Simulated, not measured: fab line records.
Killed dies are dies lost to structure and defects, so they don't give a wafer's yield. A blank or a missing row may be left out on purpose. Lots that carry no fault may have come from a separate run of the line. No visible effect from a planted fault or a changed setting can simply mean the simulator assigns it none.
Matching of chambers :: flow nand_harc :: pecvd-03 running NHARC_A_CONTACT_DEP_29: 3 sister chambers
The step deposits SiON, target thk 100 nm. 6 wafers are shown with their chamber, then 7 later ones without.

EACH WAFER AND ITS CHAMBER
wafer: L084.1
chamber: 2
heater_power_w (W): 773
rf_fwd_power_W (W): 349.7

wafer: L087.4
chamber: 2
heater_power_w (W): 800
rf_fwd_power_W (W): 349.0

wafer: L087.5
chamber: 0
heater_power_w (W): 588
rf_fwd_power_W (W): 348.7

wafer: L087.6
chamber: 1
heater_power_w (W): 866
rf_fwd_power_W (W): 347.4

wafer: L088.2
chamber: 1
heater_power_w (W): 771
rf_fwd_power_W (W): 350.1

wafer: L088.4
chamber: 0
heater_power_w (W): 722
rf_fwd_power_W (W): 348.4

WAFERS WITH NO CHAMBER GIVEN
wafer: L088.5
heater_power_w (W): 710
rf_fwd_power_W (W): 349.3

wafer: L091.2
heater_power_w (W): 756
rf_fwd_power_W (W): 349.9

wafer: L091.3
heater_power_w (W): 722
rf_fwd_power_W (W): 348.5

wafer: L091.6
heater_power_w (W): 682
rf_fwd_power_W (W): 348.5

wafer: L096.2
heater_power_w (W): 855
rf_fwd_power_W (W): 349.3

wafer: L096.4
heater_power_w (W): 746
rf_fwd_power_W (W): 348.5

wafer: L096.6
heater_power_w (W): 683
rf_fwd_power_W (W): 348.2

CHAMBER TAKEN BY EACH
wafer: L088.5
from the rows above: can't be placed: 0 or 2 or 1
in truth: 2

wafer: L091.2
from the rows above: can't be placed: 2 or 1 or 0
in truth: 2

wafer: L091.3
from the rows above: can't be placed: 0 or 2 or 1
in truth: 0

wafer: L091.6
from the rows above: can't be placed: 0 or 2 or 1
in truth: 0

wafer: L096.2
from the rows above: can't be placed: 1 or 2
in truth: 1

wafer: L096.4
from the rows above: can't be placed: 2 or 1 or 0
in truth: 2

wafer: L096.6
from the rows above: can't be placed: 0 or 2 or 1
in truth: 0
Placed correctly: 0 of 7. Cannot be placed on the basis of these rows: 7; the candidates contain the true chamber in 7. Number placed wrongly: 0.
How it was worked out, from the rows above alone: a wafer's distance from a chamber is the root of the sum, over the readings, of the square of ((its reading less the chamber's mean) divided by the reading's scatter). The wafer belongs to the nearest chamber; if the next one is less than 2 further off, it can't be placed. A chamber's mean is the mean of its shown wafers. The scatter is the square root of a quotient: the sum, over the shown wafers, of each reading's squared deviation from its chamber's mean, divided by wafers minus chambers.
